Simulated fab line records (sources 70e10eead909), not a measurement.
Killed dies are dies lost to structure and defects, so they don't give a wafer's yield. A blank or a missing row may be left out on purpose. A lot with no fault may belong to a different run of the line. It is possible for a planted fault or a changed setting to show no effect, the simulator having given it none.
Chamber matching + flow nand_harc + pecvd-03 running NHARC_P_M1_DEP_33: 3 sister chambers
The step deposits SiCN, target thk 30 nm. 14 wafers are shown with their chamber, then 7 later ones without.

## EACH WAFER AND ITS CHAMBER
| wafer  | chamber | heater_power_w (W) | rf_fwd_power_W (W) |
|--------|---------|--------------------|--------------------|
| L077.3 | 1       | 523                | 448.6              |
| L077.5 | 2       | 722                | 448.8              |
| L077.6 | 0       | 489                | 448.1              |
| L078.3 | 0       | 486                | 448.7              |
| L078.4 | 2       | 738                | 450.5              |
| L078.5 | 1       | 565                | 449.7              |
| L083.3 | 0       | 527                | 449.8              |
| L083.4 | 0       | 533                | 448.0              |
| L083.6 | 2       | 663                | 449.8              |
| L085.2 | 0       | 507                | 449.1              |
| L085.5 | 1       | 513                | 447.5              |
| L085.6 | 2       | 748                | 447.9              |
| L086.1 | 1       | 552                | 449.0              |
| L086.2 | 0       | 426                | 448.2              |

SIGNATURES, as means of the wafers listed above
| reading        | chamber 0 | chamber 1 | chamber 2 | scatter within a chamber |
|----------------|-----------|-----------|-----------|--------------------------|
| heater_power_w | 494.67    | 538.25    | 717.75    | 35.2                     |
| rf_fwd_power_W | 448.650   | 448.700   | 449.250   | 0.899                    |
Rule: distance of a wafer from a chamber = root of the sum over the readings of ((wafer's reading minus chamber's mean) / reading's scatter) squared. If the next closest chamber is less than 2 further off than the closest, the wafer can't be placed; otherwise it belongs to the closest. The scatter: the root of (the sum of the squares of (reading less its chamber's mean) over the shown wafers, divided by (wafers less chambers)).

## WAFERS MISSING THEIR CHAMBER
| wafer  | heater_power_w (W) | rf_fwd_power_W (W) |
|--------|--------------------|--------------------|
| L086.4 | 439                | 450.9              |
| L088.3 | 435                | 448.3              |
| L088.4 | 454                | 449.2              |
| L088.5 | 634                | 448.0              |
| L089.1 | 509                | 449.3              |
| L089.3 | 544                | 450.1              |
| L089.5 | 690                | 448.0              |

## THE CHAMBER EACH PASSED THROUGH
| wafer  | from the rows above          | in truth |
|--------|------------------------------|----------|
| L086.4 | can't be placed: 0 or 1      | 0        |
| L088.3 | can't be placed: 0 or 1      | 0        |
| L088.4 | can't be placed: 0 or 1      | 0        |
| L088.5 | can't be placed: 2 or 1 or 0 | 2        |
| L089.1 | can't be placed: 0 or 1      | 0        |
| L089.3 | can't be placed: 1 or 0      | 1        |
| L089.5 | 2                            | 2        |
1 of 7 placed correctly. From these rows, 6 cannot be placed; in 6 the true chamber is one of the candidates. Placed wrongly: 0.
